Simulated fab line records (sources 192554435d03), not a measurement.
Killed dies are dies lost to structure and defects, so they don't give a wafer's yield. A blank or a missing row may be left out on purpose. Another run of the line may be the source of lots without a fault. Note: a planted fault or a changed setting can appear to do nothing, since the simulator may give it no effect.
Split-lot experiment || flow n5-finfet || route with 1938 steps; 7 lots, 21 wafers read

== THE SPLIT ==
At N5_BEOL_M7_ILD_DEP_00 (deposits SiCOH lowk from DEMS/porogen, target thk 179.75 nm, time 33.4 s), the setting time-s was moved away from the recipe's 33.4 s on 4 of the 21 wafers read, by -6.6% to +9.5%. All remaining wafers had this setting at the recipe value.

== FROM THE SPLIT ON TO THE READING: in between, the file shows 1 step ==
- N5_BEOL_M7_CURE_74: cures SiCOH lowk, time 240 s

== THE READING ==
M7_ILD_THK in nanometres, read at N5_BEOL_M7_THK_MEAS_01. A value of 155.2 nm with a standard deviation of 2.1 nm is what fault-free wafers of this fab line usually give.

{"wafer": "L074.3", "tool, chamber at the split": "pecvd-03, 0", "time-s as run, s": 31.18, "against the recipe": "-6.6%", "M7_ILD_THK, nm": 143.1, "against lot-mates on the recipe": -13.7}
{"wafer": "L074.4", "tool, chamber at the split": "pecvd-03, 1", "time-s as run, s": 31.18, "against the recipe": "-6.6%", "M7_ILD_THK, nm": 145.2, "against lot-mates on the recipe": -11.6}
{"wafer": "L074.5", "tool, chamber at the split": "pecvd-03, 2", "time-s as run, s": 33.4, "against the recipe": "recipe", "M7_ILD_THK, nm": 156.8, "against lot-mates on the recipe": "-"}
{"wafer": "L076.1", "tool, chamber at the split": "pecvd-04, 0", "time-s as run, s": 33.4, "against the recipe": "recipe", "M7_ILD_THK, nm": 155.0, "against lot-mates on the recipe": "-"}
{"wafer": "L076.4", "tool, chamber at the split": "pecvd-04, 0", "time-s as run, s": 33.4, "against the recipe": "recipe", "M7_ILD_THK, nm": 156.3, "against lot-mates on the recipe": "-"}
{"wafer": "L076.6", "tool, chamber at the split": "pecvd-04, 1", "time-s as run, s": 33.4, "against the recipe": "recipe", "M7_ILD_THK, nm": 154.1, "against lot-mates on the recipe": "-"}
{"wafer": "L080.2", "tool, chamber at the split": "pecvd-04, 0", "time-s as run, s": 33.4, "against the recipe": "recipe", "M7_ILD_THK, nm": 154.4, "against lot-mates on the recipe": "-"}
{"wafer": "L080.5", "tool, chamber at the split": "pecvd-04, 0", "time-s as run, s": 33.4, "against the recipe": "recipe", "M7_ILD_THK, nm": 155.1, "against lot-mates on the recipe": "-"}
{"wafer": "L080.6", "tool, chamber at the split": "pecvd-04, 1", "time-s as run, s": 33.4, "against the recipe": "recipe", "M7_ILD_THK, nm": 155.7, "against lot-mates on the recipe": "-"}
{"wafer": "L081.3", "tool, chamber at the split": "pecvd-04, 2", "time-s as run, s": 36.56, "against the recipe": "+9.5%", "M7_ILD_THK, nm": 169.2, "against lot-mates on the recipe": "+14.1"}
{"wafer": "L081.4", "tool, chamber at the split": "pecvd-04, 0", "time-s as run, s": 33.4, "against the recipe": "recipe", "M7_ILD_THK, nm": 155.5, "against lot-mates on the recipe": "-"}
{"wafer": "L081.6", "tool, chamber at the split": "pecvd-04, 1", "time-s as run, s": 33.4, "against the recipe": "recipe", "M7_ILD_THK, nm": 154.6, "against lot-mates on the recipe": "-"}
{"wafer": "L088.1", "tool, chamber at the split": "pecvd-04, 1", "time-s as run, s": 33.4, "against the recipe": "recipe", "M7_ILD_THK, nm": 151.8, "against lot-mates on the recipe": "-"}
{"wafer": "L088.2", "tool, chamber at the split": "pecvd-04, 0", "time-s as run, s": 33.4, "against the recipe": "recipe", "M7_ILD_THK, nm": 153.8, "against lot-mates on the recipe": "-"}
{"wafer": "L088.5", "tool, chamber at the split": "pecvd-04, 1", "time-s as run, s": 33.4, "against the recipe": "recipe", "M7_ILD_THK, nm": 153.8, "against lot-mates on the recipe": "-"}
{"wafer": "L090.1", "tool, chamber at the split": "pecvd-01, 1", "time-s as run, s": 35.36, "against the recipe": "+5.9%", "M7_ILD_THK, nm": 163.2, "against lot-mates on the recipe": "+6.4"}
{"wafer": "L090.4", "tool, chamber at the split": "pecvd-01, 0", "time-s as run, s": 33.4, "against the recipe": "recipe", "M7_ILD_THK, nm": 156.9, "against lot-mates on the recipe": "-"}
{"wafer": "L090.6", "tool, chamber at the split": "pecvd-01, 2", "time-s as run, s": 33.4, "against the recipe": "recipe", "M7_ILD_THK, nm": 156.6, "against lot-mates on the recipe": "-"}
{"wafer": "L097.1", "tool, chamber at the split": "pecvd-03, 2", "time-s as run, s": 33.4, "against the recipe": "recipe", "M7_ILD_THK, nm": 154.9, "against lot-mates on the recipe": "-"}
{"wafer": "L097.2", "tool, chamber at the split": "pecvd-03, 0", "time-s as run, s": 33.4, "against the recipe": "recipe", "M7_ILD_THK, nm": 152.5, "against lot-mates on the recipe": "-"}
{"wafer": "L097.5", "tool, chamber at the split": "pecvd-03, 1", "time-s as run, s": 33.4, "against the recipe": "recipe", "M7_ILD_THK, nm": 157.6, "against lot-mates on the recipe": "-"}

FIT RESULTS
A straight line over all 21 wafers: M7_ILD_THK changes by +1.54 nm for each +1% of time-s; r = +0.96; the points scatter about the line by 1.5 nm.
The same after taking each lot's own level away (the mean of its wafers on the recipe; 21 wafers): +1.6 nm for each +1%; r = +0.97; scatter 1.4 nm.
That fit puts the effect of the largest move of time-s on the reading at 15 nm.
The span of the lots' own levels, 153.13 to 156.80 nm, comes to 1.7 times the standard deviation stated above.
Hence the lot-to-lot level has little effect on the slope; both slopes agree.
Check: with one of the wafers moved furthest among these (+9.5%) left out of the fit, the line predicts +15.4 nm for it against its lot-mates. Against them it came out at +14.1 nm.

== OTHER SPLITS ON THESE WAFERS ==
These wafers also went through other splits before the reading. Each is held against what the fit with the lots' levels taken away leaves over:
{"other split on the same wafers": "N5_BEOL_M4_DESCUM_33 time-s", "wafers away from the commonest value": 7, "r with M7_ILD_THK (lot level and that fit taken away)": "+0.38"}
{"other split on the same wafers": "N5_BEOL_M5_PECVD_70 time-s", "wafers away from the commonest value": 7, "r with M7_ILD_THK (lot level and that fit taken away)": -0.32}
{"other split on the same wafers": "N5_BEOL_M5_COAT_05 spin-rpm", "wafers away from the commonest value": 11, "r with M7_ILD_THK (lot level and that fit taken away)": "+0.21"}

== THE WHOLE CHAIN: every reading that the file lists as answering this split, in the file's order ==
{"step": "N5_BEOL_M7_ILD_DEP_00", "what it does": "deposits SiCOH lowk from DEMS/porogen, target thk 179.75 nm, time 33.4 s", "reading": "SiCOH_lowk_of_BEOL_M7_ILD_DEP_00.thk-nm (the simulator's own value, which no gauge read)", "change (the file's fit)": "+1.75 nm for each +1% of the setting", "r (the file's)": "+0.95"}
{"step": "N5_BEOL_M7_CURE_74", "what it does": "cures SiCOH lowk, time 240 s", "reading": "SiCOH_lowk_of_BEOL_M7_ILD_DEP_00.thk-nm (the simulator's own value, which no gauge read)", "change (the file's fit)": "+1.52 nm for each +1% of the setting", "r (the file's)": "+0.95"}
{"step": "N5_BEOL_M7_THK_MEAS_01", "what it does": "", "reading": "M7_ILD_THK", "change (the file's fit)": "+1.51 for each +1% of the setting", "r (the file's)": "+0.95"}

== THE FILE'S OWN FIT ==
M7_ILD_THK changes by +1.51 nm for each +1% of time-s, r = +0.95.
